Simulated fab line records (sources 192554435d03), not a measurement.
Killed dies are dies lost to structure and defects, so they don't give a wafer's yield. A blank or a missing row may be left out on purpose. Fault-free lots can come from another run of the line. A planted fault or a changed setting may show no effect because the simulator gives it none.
fab line records	flow n5_finfet
record lots=12	wafers=33	last_day=18
route steps=1938 shown BEOL_M14@1755 BEOL_M15@1809 PASSIVATION@1936
lots that met no fault: taken from a fault-free run of the same line
start_h: the number of hours between the record's first day and the start of the first shown wafer of the lot	wait_h: how many hours have passed since the lot's step before this one	" the same as in the row above	L1.1+2: a row that stands for several wafers	- either no value or no given start	* or withheld: withheld	< > ~ a bound
route shown NAME@n: names a module that has steps shown in the file, with the first one's number in the route	usual: the fault-free wafers' mean and standard deviation	same: alike in all rows	chamber/n: place in a boat	sites: each site's reading	_std_site: the values' standard deviation	_edge_site: the outer-site mean with the inner-site mean subtracted	radius_mm: for every site, how far away it sits from the centre of the wafer	mask NAME#n: copy n	behind: the tool/chamber that last shaped the wafer	hold: reason for holding the lot/hours on hold/outcome of the hold	device: transistor that didn't switch, given as n, p or np	end of line: tests run on the same wafers once the route is complete	a step given without rows: its recipe and nothing more	killed: at the first sort, the dies lost to defects and structure; wafer yield is something else	map: shows each die of a wafer: x if killed, . if not, _ if none is there
set.NAME: the setting the step ran with; set.NAME@STEP: the setting that earlier step ran with	model.NAME: the simulator's own value behind a step, which no gauge read
steps of the route over a sample of lots; a table a step, a row a wafer
services: from which hour (start_h, from the record's first day; less than 0 if before it) a tool's chamber was out of use, for how many hours, and why
## steps
# step N5_BEOL_M14_OCD_MEAS_35
# usual trench_depth_nm=558/13
lot.wafer	tool	chamber	start_h	wait_h	trench_depth_nm
L644.2	ocd-02	-	265.18	0.0	549
L644.5	"	-	"	"	552
L646.2	ocd-01	-	274.29	0.0	554
L646.5	"	-	"	"	556
L646.6	"	-	"	"	593
L649.1	ocd-02	-	276.90	0.0	582
L649.3	"	-	"	"	554
L647.1	ocd-02	-	278.55	0.0	542
L647.6	"	-	"	"	553
L652.1	ocd-02	-	303.52	0.0	563
L652.5	"	-	"	"	541
L652.6	"	-	"	"	556
L655.1	ocd-01	-	319.00	0.0	563
L655.3	"	-	"	"	552
L655.4	"	-	"	"	571
L654.1	ocd-01	-	330.36	0.0	565
L654.2	"	-	"	"	569
L654.3	"	-	"	"	546
L656.1	ocd-01	-	333.53	0.0	550
L656.3	"	-	"	"	531
L656.5	"	-	"	"	582
L657.3	ocd-01	-	349.04	0.0	554
L657.4	"	-	"	"	557
L657.5	"	-	"	"	559
L660.1	ocd-02	-	352.21	0.0	536
L660.2	"	-	"	"	563
L660.3	"	-	"	"	553
L661.1	ocd-02	-	364.06	0.0	558
L661.3	"	-	"	"	542
L661.6	"	-	"	"	564
L667.1	ocd-02	-	404.44	0.0	571
L667.3	"	-	"	"	571
L667.5	"	-	"	"	568
# step N5_BEOL_M14_ANNEAL_48
# recipe temp_c=225	time_s=90	ambient=N2
# usual anneal_temp_c_max=226.2/0.41	wafer_temp_C_max=226.2/0.51
lot.wafer	tool	chamber	start_h	wait_h	anneal_temp_c_max	wafer_temp_C_max
L644.2	rtp_anneal-01	0	267.57	0.4	226.6	225.8
L644.5	"	0	"	"	226.9	225.9
L646.2	rtp_anneal-01	0	278.71	0.2	226.5	226.0
L646.5	"	0	"	"	226.5	225.8
L646.6	"	0	"	"	226.2	225.8
L649.1	rtp_anneal-01	0	279.69	0.1	226.4	225.6
L649.3	"	0	"	"	226.7	225.9
L647.1	rtp_anneal-02	0	279.86	0.1	226.2	226.8
L647.6	"	0	"	"	225.9	227.1
L652.1	rtp_anneal-02	0	309.91	0.2	225.9	226.6
L652.5	"	0	"	"	225.8	226.9
L652.6	"	0	"	"	225.8	226.5
L655.1	rtp_anneal-02	0	321.18	0.6	226.4	226.5
L655.3	"	0	"	"	225.9	226.7
L655.4	"	0	"	"	225.9	226.4
L654.1	rtp_anneal-01	0	335.94	0.1	226.3	225.8
L654.2	"	0	"	"	226.3	225.9
L654.3	"	0	"	"	227.0	225.9
L656.1	rtp_anneal-01	0	336.75	0.3	226.5	226.0
L656.3	"	0	"	"	227.0	226.0
L656.5	"	0	"	"	226.5	226.1
L657.3	rtp_anneal-01	0	350.77	0.5	226.4	225.8
L657.4	"	0	"	"	226.3	225.9
L657.5	"	0	"	"	226.3	225.8
L660.1	rtp_anneal-02	0	353.23	0.1	225.7	227.0
L660.2	"	0	"	"	225.8	226.6
L660.3	"	0	"	"	225.8	226.4
L661.1	rtp_anneal-01	0	367.14	0.2	226.4	225.8
L661.3	"	0	"	"	226.3	225.8
L661.6	"	0	"	"	226.6	226.0
L667.1	rtp_anneal-02	0	406.17	0.6	225.7	226.4
L667.3	"	0	"	"	226.0	226.7
L667.5	"	0	"	"	225.6	226.6
# step N5_BEOL_M14_DEP_53
# recipe material=SiCN	target_thk_a=500	temp_c=withheld	precursor=3MS/NH3	pressure_torr=3	rf_w=675	time_s=17.8
# usual chamber_pressure_Torr=3.000/0.0059	showerhead_plenum_p_Torr=4.154/0.015	throttle_valve_pct=17.9/0.89
lot.wafer	tool	chamber	start_h	wait_h	chamber_pressure_Torr	showerhead_plenum_p_Torr	throttle_valve_pct
L644.2	pecvd-04	0	268.40	0.0	3.010	4.167	17.9
L644.5	"	0	"	"	3.002	4.164	17.9
L646.2	pecvd-01	0	279.33	0.0	2.995	4.165	17.2
L646.5	"	0	"	"	3.007	4.174	17.2
L646.6	"	1	"	"	2.999	4.156	18.8
L649.1	pecvd-01	1	280.34	0.0	2.997	4.146	18.8
L649.3	"	0	"	"	3.001	4.178	17.0
L647.1	pecvd-01	2	280.51	0.0	3.000	4.171	17.9
L647.6	"	2	"	"	3.008	4.166	17.6
L652.1	pecvd-04	2	310.56	0.0	2.997	4.145	18.0
L652.5	"	2	"	"	2.999	4.147	17.9
L652.6	"	1	"	"	3.010	4.127	18.2
L655.1	pecvd-04	2	321.85	0.0	2.989	4.149	17.9
L655.3	"	1	"	"	3.000	4.130	17.9
L655.4	"	1	"	"	2.997	4.135	18.2
L654.1	pecvd-04	1	336.60	0.0	3.008	4.127	18.1
L654.2	"	2	"	"	3.004	4.134	17.9
L654.3	"	0	"	"	3.002	4.162	17.8
L656.1	pecvd-03	2	337.40	0.0	2.997	4.137	16.1
L656.3	"	1	"	"	2.998	4.141	19.2
L656.5	"	1	"	"	3.004	4.128	19.3
L657.3	pecvd-01	1	351.36	0.0	3.006	4.163	18.8
L657.4	"	1	"	"	3.007	4.147	18.7
L657.5	"	2	"	"	2.996	4.178	18.1
L660.1	pecvd-04	0	353.95	0.0	2.995	4.158	17.8
L660.2	"	2	"	"	2.991	4.133	17.8
L660.3	"	1	"	"	3.009	4.132	18.1
L661.1	pecvd-01	1	367.80	0.0	3.005	4.155	18.9
L661.3	"	0	"	"	2.994	4.174	17.3
L661.6	"	0	"	"	3.002	4.165	17.2
L667.1	pecvd-01	2	406.82	0.0	2.999	4.174	18.4
L667.3	"	1	"	"	2.996	4.147	18.8
L667.5	"	2	"	"	3.001	4.166	18.3
# step N5_BEOL_M15_TRENCH_ETCH_34
# recipe chemistry=C4F8/O2/Ar	target=SiO2	target_depth_a=8729.3	he_inner_torr=15	he_outer_torr=30	time_s=199	ion_energy_ev=800	pressure_mtorr=20	source_w=1905	bias_w=2040	Ar_flow_sccm=400	C4F8_flow_sccm=16	O2_flow_sccm=12
# usual bias_w=2039/6.2	drypump_motor_current_A=5.6/0.41	oes_product_au=0.77/0.094	rf_vpp_V=2221/45	showerhead_plenum_p_Torr=3.40/0.1	throttle_valve_pct=30.9/0.31
lot.wafer	tool	chamber	start_h	wait_h	bias_w	drypump_motor_current_A	oes_product_au	rf_hours_counter_h	rf_vpp_V	showerhead_plenum_p_Torr	throttle_valve_pct
L644.2	rie_diel-03	3	270.92	0.0	2029	5.2	0.72	180	2134	3.29	31.0
L644.5	"	1	"	"	2027	5.1	0.99	-	2195	3.38	31.2
L646.2	rie_diel-01	2	283.36	0.0	2038	6.1	0.71	189	2225	3.52	30.2
L646.5	"	1	"	"	2023	5.3	0.73	-	2299	3.26	31.0
L646.6	"	0	"	"	2039	6.4	0.71	-	2276	3.38	30.5
L649.1	rie_diel-03	0	283.39	0.0	2040	5.4	0.71	224	2247	3.52	31.0
L649.3	"	3	"	"	2041	5.2	0.70	185	2134	3.29	31.1
L647.1	rie_diel-02	3	283.49	0.0	2042	5.4	0.81	105	2250	3.46	30.8
L647.6	"	0	"	"	2041	5.6	0.89	-	2240	3.53	30.8
L652.1	rie_diel-02	3	313.25	0.0	2037	5.4	0.80	114	2249	3.46	30.8
L652.5	"	0	"	"	2038	5.6	0.88	-	2239	3.52	30.8
L652.6	"	1	"	"	2045	5.6	0.73	-	2181	3.30	31.3
L655.1	rie_diel-03	3	324.82	0.0	2039	5.2	0.71	198	2131	3.28	31.1
L655.3	"	0	"	"	2040	5.4	0.70	238	2246	3.51	31.0
L655.4	"	3	"	"	2038	5.2	0.70	-	2133	3.28	31.1
L654.1	rie_diel-03	3	339.05	0.0	2040	5.2	0.70	201	2133	3.28	31.1
L654.2	"	1	"	"	2037	5.1	0.91	22	2194	3.37	31.2
L654.3	"	2	"	"	2045	5.9	0.90	45	2181	3.31	30.8
L656.1	rie_diel-01	3	340.01	0.0	2027	6.1	0.69	248	2168	3.25	31.5
L656.3	"	1	"	"	2038	5.3	0.72	203	2295	3.25	31.0
L656.5	"	3	"	"	2035	6.1	0.69	-	2170	3.25	31.6
L657.3	rie_diel-01	1	353.99	0.0	2030	5.3	0.72	208	2297	3.25	31.0
L657.4	"	1	"	"	2029	5.3	0.72	-	2296	3.25	31.0
L657.5	"	2	"	"	2029	6.1	0.69	-	2225	3.51	30.3
L660.1	rie_diel-01	1	356.94	0.0	2321	5.3	0.72	210	2505	3.25	31.0
L660.2	"	2	"	"	2318	6.1	0.70	213	2428	3.51	30.3
L660.3	"	0	"	"	2312	6.4	0.71	231	2480	3.37	30.6
L661.1	rie_diel-01	3	371.02	0.0	2324	6.1	0.99	4	2407	3.64	31.4
L661.3	"	2	"	"	2321	6.1	0.70	220	2427	3.51	30.3
L661.6	"	3	"	"	2327	6.1	0.99	-	2405	3.64	31.4
L667.1	rie_diel-03	0	409.40	0.0	2037	5.4	0.96	8	2246	3.50	30.8
L667.3	"	1	"	"	2025	5.1	0.86	47	2192	3.36	31.2
L667.5	"	2	"	"	2039	5.9	0.87	-	2181	3.29	30.8
# step N5_PASSIVATION_PROBE_49
# usual defect_limited_yield=91.3/1.4	killed_at_M0_to_M3=33/9.9	killed_at_M4_up=15/5.6	killed_at_contacts=13/5.7	killed_at_front_end=38/12	killed_at_other=4/3.1	killed_dies=103/17	killed_on_rim=13/4	killed_open=66/13	killed_short=32/7.8	sort_bin_5_function=5.1/0.95	sort_bin_6_memory=3.2/0.68	sort_n_pass=1077/17	sort_yield_pct=91.3/1.5
# same gross_dies=1180	killed_at_back_side=0	sort_bin_4_leakage[%]=0	sort_bin_8_speed[%]=0
lot.wafer	tool	chamber	start_h	wait_h	defect_limited_yield[%]	killed_at_M0_to_M3	killed_at_M4_up	killed_at_contacts	killed_at_front_end	killed_at_other	killed_dies	killed_on_rim	killed_open	killed_short	sort_bin_5_function[%]	sort_bin_6_memory[%]	sort_n_pass	sort_yield_pct[%]
L644.2	prober-02	-	288.28	0.1	91.0	22	18	19	44	3	106	18	78	28	5.5	3.4	1074	91.0
L644.5	prober-02	-	288.43	0.2	92.7	25	13	10	38	0	86	8	54	23	4.6	1.9	1094	92.7
L649.1	prober-01	-	298.65	0.0	91.0	33	20	12	39	2	106	15	70	33	5.0	3.6	1074	91.0
L649.3	prober-01	-	298.75	0.1	92.8	21	17	12	31	4	85	14	50	31	3.6	3.2	1095	92.8
L646.2	prober-02	-	299.49	0.1	88.9	50	18	13	47	3	131	13	83	45	7.8	3.1	1049	88.9
L646.5	prober-02	-	299.64	0.2	92.1	49	15	8	17	4	93	10	57	32	4.6	3.1	1087	92.1
L646.6	prober-02	-	299.69	0.3	90.5	56	5	13	35	3	112	17	71	37	6.0	3.0	1068	90.5
L647.1	prober-01	-	302.87	0.0	92.6	23	21	10	28	5	87	10	51	32	5.0	1.9	1093	92.6
L647.6	prober-01	-	303.12	0.3	90.2	32	32	9	38	5	116	18	71	42	5.8	3.6	1064	90.2
L652.1	prober-01	-	335.18	0.0	93.1	26	15	11	27	2	81	14	51	25	3.9	2.5	1099	93.1
L652.5	prober-01	-	335.38	0.2	91.1	38	17	13	20	17	105	14	70	33	5.4	3.5	1075	91.1
L652.6	prober-01	-	335.43	0.3	92.7	27	13	8	31	7	86	16	49	28	3.8	2.6	1094	92.7
L655.1	prober-02	-	345.94	0.0	94.2	13	16	4	36	0	69	8	43	24	3.6	1.9	1111	94.2
L655.3	prober-02	-	346.04	0.1	92.5	43	7	9	28	2	89	6	61	27	5.0	1.9	1091	92.5
L655.4	prober-02	-	346.09	0.2	92.8	29	9	7	38	2	85	12	45	33	4.1	2.3	1095	92.8
L654.1	prober-02	-	354.93	0.0	90.3	38	10	16	47	4	115	17	86	29	6.0	3.6	1065	90.3
L654.2	prober-02	-	354.98	0.1	92.3	28	10	20	30	3	91	14	61	23	4.6	2.8	1089	92.3
L654.3	prober-02	-	355.03	0.1	91.6	29	10	9	51	0	99	18	71	27	5.3	2.8	1081	91.6
L656.1	prober-01	-	356.39	0.0	89.0	41	15	19	50	5	130	18	71	48	7.2	3.4	1050	89.0
L656.3	prober-01	-	356.49	0.1	90.9	37	8	18	38	6	107	13	61	46	5.1	3.3	1073	90.9
L656.5	prober-01	-	356.59	0.2	93.1	29	7	16	23	7	82	9	59	18	3.7	3.1	1098	93.1
L657.3	prober-02	-	371.69	0.1	90.8	25	6	22	55	1	109	17	80	27	5.3	3.6	1071	90.8
L657.4	prober-02	-	371.74	0.2	89.9	42	12	11	53	1	119	21	77	41	6.4	3.4	1061	89.9
L657.5	prober-02	-	371.79	0.2	90.9	24	12	21	48	2	107	17	73	32	5.3	3.1	1073	90.9
L660.1	prober-01	-	379.81	0.0	89.0	48	25	5	48	4	130	18	88	33	5.0	5.1	1050	89.0
L660.2	prober-01	-	379.86	0.1	90.9	33	17	5	50	2	107	16	70	35	5.7	3.2	1073	90.9
L660.3	prober-01	-	379.91	0.1	91.3	28	18	9	47	1	103	11	68	29	4.8	3.6	1077	91.3
L661.1	prober-01	-	389.04	0.0	89.2	41	30	13	37	7	128	14	89	31	6.5	3.6	1052	89.2
L661.3	prober-01	-	389.14	0.1	90.8	36	10	13	29	21	109	17	60	37	6.2	2.7	1071	90.8
L661.6	prober-01	-	389.29	0.3	91.2	34	19	7	31	13	104	12	58	34	5.8	2.7	1076	91.2
L667.1	prober-02	-	432.52	0.0	93.1	15	18	10	38	0	81	9	52	22	4.7	1.9	1099	93.1
L667.3	prober-02	-	432.62	0.1	91.5	38	15	7	37	3	100	11	61	34	5.3	2.9	1080	91.5
L667.5	prober-02	-	432.72	0.2	90.1	26	17	18	53	3	117	15	67	44	6.0	3.7	1063	90.1
# killed by level:class
L644.2 FIN_SAQP:geometric_particle:open=15 MOL_CONTACT_COAG:geometric_particle:open=14 BEOL_M4:geometric_particle:open=10 FIN_SAQP:geometric_particle:short=8 BEOL_M0_SAQP:geometric_particle:open=8 BEOL_M5:geometric_particle:open=6 STI_FIN_REVEAL:geometric_particle:open=5 GATE_CUT:geometric_particle:short=5
L644.5 BEOL_M0_SAQP:geometric_particle:open=8 STI_FIN_REVEAL:geometric_particle:open=8 MOL_CONTACT_COAG:geometric_particle:open=8 HKMG_FIN:area_etch=7 FIN_SAQP:geometric_particle:open=5 ILD0:geometric_particle:short=4 BEOL_M0_SAQP:geometric_particle:short=4 BEOL_M0:geometric_particle:open=4
L649.1 STI_FIN_REVEAL:geometric_particle:open=12 MOL_CONTACT_COAG:geometric_particle:open=11 BEOL_M0:geometric_particle:open=8 BEOL_M2:geometric_particle:open=7 FIN_SAQP:geometric_particle:open=6 BEOL_M0:geometric_particle:short=5 FIN_SAQP:geometric_particle:short=4 GATE_CUT:geometric_particle:short=4
L649.3 MOL_CONTACT_COAG:geometric_particle:open=9 FIN_SAQP:geometric_particle:open=6 DUMMY_GATE:geometric_particle:open=6 FIN_SAQP:geometric_particle:short=5 STARTING-WAFER:geometric_particle:short=5 GATE_CUT:geometric_particle:short=3 MOL_CONTACT_COAG:geometric_particle:short=3 BEOL_M0_SAQP:geometric_particle:short=3
L646.2 BEOL_M2:geometric_particle:open=13 STI_FIN_REVEAL:geometric_particle:open=11 BEOL_M1:geometric_particle:open=10 MOL_CONTACT_COAG:geometric_particle:open=8 BEOL_M0_SAQP:geometric_particle:short=8 FIN_SAQP:geometric_particle:open=6 FIN_SAQP:geometric_particle:short=6 MOL_CONTACT_COAG:geometric_particle:short=5
L646.5 BEOL_M0_SAQP:geometric_particle:short=13 BEOL_M2:geometric_particle:open=12 BEOL_M0_SAQP:geometric_particle:open=7 MOL_CONTACT_COAG:geometric_particle:open=5 BEOL_M3:geometric_particle:open=5 BEOL_M4:geometric_particle:open=4 FIN_SAQP:geometric_particle:open=3 STI_FIN_REVEAL:geometric_particle:open=3
L646.6 BEOL_M0_SAQP:geometric_particle:open=19 BEOL_M0_SAQP:geometric_particle:short=12 MOL_CONTACT_COAG:geometric_particle:open=11 BEOL_M2:geometric_particle:open=10 STI_FIN_REVEAL:geometric_particle:open=6 BEOL_M1:geometric_particle:open=5 BEOL_M3:geometric_particle:open=5 FIN_SAQP:geometric_particle:short=4
L647.1 FIN_SAQP:geometric_particle:short=9 MOL_CONTACT_COAG:geometric_particle:open=7 BEOL_M0_SAQP:geometric_particle:short=6 BEOL_M1:geometric_particle:open=6 BEOL_M4:geometric_particle:short=6 BEOL_M4:geometric_particle:open=6 DUMMY_GATE:geometric_particle:open=5 BEOL_M0_SAQP:geometric_particle:open=5
L647.6 BEOL_M4:geometric_particle:open=14 FIN_SAQP:geometric_particle:short=10 FIN_SAQP:geometric_particle:open=9 BEOL_M1:geometric_particle:open=8 BEOL_M4:geometric_particle:short=8 BEOL_M0_SAQP:geometric_particle:open=7 BEOL_M0_SAQP:geometric_particle:short=7 MOL_CONTACT_COAG:geometric_particle:open=6
L652.1 BEOL_M0_SAQP:geometric_particle:open=7 STI_FIN_REVEAL:geometric_particle:open=7 MOL_CONTACT_COAG:geometric_particle:open=7 FIN_SAQP:geometric_particle:open=6 BEOL_M3:geometric_particle:open=6 GATE_CUT:geometric_particle:short=5 BEOL_M2:geometric_particle:open=4 BEOL_M6:geometric_particle:open=4
L652.5 BEOL_M3:geometric_particle:open=14 MOL_CONTACT_COAG:geometric_particle:open=11 BEOL_M4:geometric_particle:open=7 BEOL_M0_SAQP:geometric_particle:open=7 MIM_TOP_ETCH:geometric_particle:short=7 BEOL_M2:geometric_particle:open=7 BEOL_M0_SAQP:geometric_particle:short=6 STI_FIN_REVEAL:geometric_particle:open=5
L652.6 BEOL_M3:geometric_particle:open=7 HKMG_FIN:area_etch=7 MOL_CONTACT_COAG:geometric_particle:open=6 FIN_SAQP:geometric_particle:short=5 STI_FIN_REVEAL:geometric_particle:open=5 BEOL_M1:geometric_particle:open=5 BEOL_M4:geometric_particle:open=5 ILD0:geometric_particle:short=3
L655.1 STI_FIN_REVEAL:geometric_particle:open=9 FIN_SAQP:geometric_particle:short=4 MOL_CONTACT_COAG:geometric_particle:open=4 BEOL_M6:geometric_particle:open=4 STARTING-WAFER:geometric_particle:short=4 FIN_SAQP:geometric_particle:open=3 ILD0:geometric_particle:short=3 BEOL_M1:geometric_particle:short=3
L655.3 BEOL_M1:geometric_particle:open=10 STI_FIN_REVEAL:geometric_particle:open=8 BEOL_M0_SAQP:geometric_particle:open=8 MOL_CONTACT_COAG:geometric_particle:open=7 BEOL_M2:geometric_particle:open=7 FIN_SAQP:geometric_particle:open=5 BEOL_M0_SAQP:geometric_particle:short=5 BEOL_M2:geometric_particle:short=4
L655.4 BEOL_M0_SAQP:geometric_particle:short=7 MOL_CONTACT_COAG:geometric_particle:open=6 BEOL_M0_SAQP:geometric_particle:open=6 HKMG_FIN:area_etch=6 STI_FIN_REVEAL:geometric_particle:open=5 BEOL_M2:geometric_particle:open=5 STI_FIN_REVEAL:geometric_particle:short=4 BEOL_M3:geometric_particle:open=4
L654.1 STI_FIN_REVEAL:geometric_particle:open=27 MOL_CONTACT_COAG:geometric_particle:open=14 BEOL_M0_SAQP:geometric_particle:short=14 BEOL_M0_SAQP:geometric_particle:open=13 FIN_SAQP:geometric_particle:open=5 STI_FIN_REVEAL:geometric_particle:short=5 BEOL_M1:geometric_particle:open=4 BEOL_M2:geometric_particle:open=4
L654.2 MOL_CONTACT_COAG:geometric_particle:open=15 BEOL_M2:geometric_particle:open=8 FIN_SAQP:geometric_particle:open=7 BEOL_M3:geometric_particle:open=7 STI_FIN_REVEAL:geometric_particle:open=5 MOL_CONTACT_COAG:geometric_particle:short=5 BEOL_M0_SAQP:geometric_particle:open=5 BEOL_M0_SAQP:geometric_particle:short=4
L654.3 STI_FIN_REVEAL:geometric_particle:open=19 FIN_SAQP:geometric_particle:open=8 MOL_CONTACT_COAG:geometric_particle:open=7 BEOL_M0_SAQP:geometric_particle:open=7 BEOL_M1:geometric_particle:open=6 BEOL_M2:geometric_particle:open=6 FIN_SAQP:geometric_particle:short=5 DUMMY_GATE:geometric_particle:open=5
L656.1 FIN_SAQP:geometric_particle:short=16 MOL_CONTACT_COAG:geometric_particle:open=15 BEOL_M0_SAQP:geometric_particle:short=10 FIN_SAQP:geometric_particle:open=9 BEOL_M2:geometric_particle:open=8 BEOL_M4:geometric_particle:open=7 BEOL_M0_SAQP:geometric_particle:open=5 BEOL_M0:geometric_particle:open=5
L656.3 MOL_CONTACT_COAG:geometric_particle:open=11 GATE_CUT:geometric_particle:short=9 FIN_SAQP:geometric_particle:open=8 BEOL_M0_SAQP:geometric_particle:short=8 FIN_SAQP:geometric_particle:short=7 MOL_CONTACT_COAG:geometric_particle:short=7 BEOL_M1:geometric_particle:open=7 BEOL_M0_SAQP:geometric_particle:open=6
L656.5 MOL_CONTACT_COAG:geometric_particle:open=14 BEOL_M0:geometric_particle:open=7 BEOL_M1:geometric_particle:open=7 BEOL_M2:geometric_particle:open=5 FIN_SAQP:geometric_particle:open=4 DUMMY_GATE:geometric_particle:open=4 GATE_CUT:geometric_particle:short=4 PASS1_CAP:geometric_particle:open=3
L657.3 STI_FIN_REVEAL:geometric_particle:open=17 FIN_SAQP:geometric_particle:open=16 MOL_CONTACT_COAG:geometric_particle:open=16 BEOL_M0_SAQP:geometric_particle:short=7 BEOL_M2:geometric_particle:open=6 MOL_CONTACT_COAG:geometric_particle:short=5 BEOL_M0_SAQP:geometric_particle:open=4 STARTING-WAFER:geometric_particle:open=4
L657.4 BEOL_M1:geometric_particle:open=14 BEOL_M0_SAQP:geometric_particle:short=13 MOL_CONTACT_COAG:geometric_particle:open=10 FIN_SAQP:geometric_particle:open=7 STI_FIN_REVEAL:geometric_particle:open=7 ILD0:geometric_particle:open=7 GATE_CUT:geometric_particle:short=7 BEOL_M4:geometric_particle:open=6
L657.5 STI_FIN_REVEAL:geometric_particle:open=15 MOL_CONTACT_COAG:geometric_particle:open=15 FIN_SAQP:geometric_particle:open=10 BEOL_M0_SAQP:geometric_particle:open=8 FIN_SAQP:geometric_particle:short=7 BEOL_M0_SAQP:geometric_particle:short=7 STARTING-WAFER:geometric_particle:short=6 MOL_CONTACT_COAG:geometric_particle:short=5
L660.1 BEOL_M2:geometric_particle:open=15 BEOL_M4:geometric_particle:open=11 STI_FIN_REVEAL:geometric_particle:open=10 BEOL_M0:geometric_particle:open=10 BEOL_M0_SAQP:geometric_particle:open=8 HKMG_FIN:area_etch=8 FIN_SAQP:geometric_particle:short=7 BEOL_M5:geometric_particle:open=6
L660.2 STI_FIN_REVEAL:geometric_particle:open=21 BEOL_M4:geometric_particle:open=10 DUMMY_GATE:geometric_particle:open=9 BEOL_M1:geometric_particle:short=6 BEOL_M1:geometric_particle:open=6 BEOL_M2:geometric_particle:open=6 STARTING-WAFER:geometric_particle:short=6 BEOL_M0_SAQP:geometric_particle:short=4
L660.3 BEOL_M2:geometric_particle:open=17 STI_FIN_REVEAL:geometric_particle:open=9 GATE_CUT:geometric_particle:open=7 MOL_CONTACT_COAG:geometric_particle:open=7 BEOL_M4:geometric_particle:open=7 GATE_CUT:geometric_particle:short=5 FIN_SAQP:geometric_particle:short=4 DUMMY_GATE:geometric_particle:short=4
L661.1 BEOL_M4:geometric_particle:open=20 MOL_CONTACT_COAG:geometric_particle:open=12 STI_FIN_REVEAL:geometric_particle:open=11 BEOL_M0_SAQP:geometric_particle:short=9 BEOL_M0_SAQP:geometric_particle:open=8 BEOL_M3:geometric_particle:open=8 HKMG_FIN:area_etch=5 FIN_SAQP:geometric_particle:open=4
L661.3 BEOL_M0_SAQP:geometric_particle:short=11 PASSIVATION:area_etch=10 MOL_CONTACT_COAG:geometric_particle:open=9 BEOL_M0_SAQP:geometric_particle:open=9 STI_FIN_REVEAL:geometric_particle:open=6 BEOL_M4:geometric_particle:open=6 PASS1_CAP:geometric_particle:short=5 BEOL_M1:geometric_particle:open=4
L661.6 BEOL_M4:geometric_particle:open=12 PASSIVATION:area_etch=9 BEOL_M0_SAQP:geometric_particle:open=8 FIN_SAQP:geometric_particle:open=6 BEOL_M3:geometric_particle:open=6 MOL_CONTACT_COAG:geometric_particle:open=5 STI_FIN_REVEAL:geometric_particle:open=4 BEOL_M0_SAQP:geometric_particle:short=4
L667.1 FIN_SAQP:geometric_particle:open=12 BEOL_M0_SAQP:geometric_particle:open=7 BEOL_M4:geometric_particle:open=7 MOL_CONTACT_COAG:geometric_particle:open=6 BEOL_M5:geometric_particle:open=6 FIN_SAQP:geometric_particle:short=5 STI_FIN_REVEAL:geometric_particle:open=5 DUMMY_GATE:geometric_particle:open=5
L667.3 BEOL_M0_SAQP:geometric_particle:open=12 BEOL_M0_SAQP:geometric_particle:short=9 FIN_SAQP:geometric_particle:short=8 STI_FIN_REVEAL:geometric_particle:open=7 MOL_CONTACT_COAG:geometric_particle:open=7 DUMMY_GATE:geometric_particle:open=6 BEOL_M1:geometric_particle:open=6 FIN_SAQP:geometric_particle:open=5
L667.5 FIN_SAQP:geometric_particle:open=15 FIN_SAQP:geometric_particle:short=11 MOL_CONTACT_COAG:geometric_particle:open=10 STI_FIN_REVEAL:geometric_particle:open=8 BEOL_M0:geometric_particle:open=8 MOL_CONTACT_COAG:geometric_particle:short=7 BEOL_M4:geometric_particle:short=6 STARTING-WAFER:geometric_particle:short=6
## services
tool	chamber	start_h	hours	kind
pecvd-04	0	262.33	5.5	scheduled_down
pecvd-01	2	263.32	2.1	scheduled_down
pecvd-04	-	270.79	3.2	repair
pecvd-01	2	272.76	7.5	repair
pecvd-03	1	281.86	19.3	repair
rie_diel-02	1	285.26	2.9	repair
pecvd-04	0	286.04	5.0	scheduled_down
pecvd-01	2	310.46	16.5	scheduled_down
rie_diel-02	2	311.15	15.1	repair
rie_diel-03	2	315.58	9.5	repair
pecvd-01	-	316.00	14.6	pm
rie_diel-01	3	344.62	-	clean
rie_diel-01	3	344.62	-	consumable_replace:focus_ring
rie_diel-01	3	344.62	-	consumable_replace:showerhead
rie_diel-01	3	344.62	16.0	scheduled_down
rie_diel-01	3	344.62	16.0	vent_cycle
rie_diel-01	-	347.50	0.1	repair
rie_diel-02	-	355.65	15.6	pm
pecvd-04	-	368.61	28.1	pm
pecvd-04	-	396.71	2.8	pm
pecvd-04	1	399.70	-	clean
pecvd-04	1	399.70	-	consumable_replace:showerhead
pecvd-04	1	399.70	29.0	scheduled_down
pecvd-04	1	399.70	29.0	vent_cycle
## key
first_sign step=N5_BEOL_M15_TRENCH_ETCH_34	reading=bias_w	direction=up	sigmas=46	usual=*	struck=*
effect step=N5_BEOL_M15_TRENCH_ETCH_34	reading=rf_vpp_V	direction=up	sigmas=4.9	usual=2221	struck=2442
met_at N5_BEOL_M15_TRENCH_ETCH_34
struck_lots L660,L661
baseline_loss step=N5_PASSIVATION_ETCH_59	wafers=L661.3
not_acting_at N5_BEOL_M14_OCD_MEAS_35,N5_BEOL_M14_ANNEAL_48,N5_BEOL_M14_DEP_53
onset_between 353.99 356.94
fault kind=process_parameter_drift	tool=rie_diel-01	chamber=-	onset_h=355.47	steps=N5_BEOL_M15_TRENCH_ETCH_34	channel=bias_w	offset=*	shape=step	end_h=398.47	acts_in=*	stated=*
# baseline_loss: these wafers lose ten dies or more at that step, a loss of the line's own and not of a fault; the sort's usual values leave them out
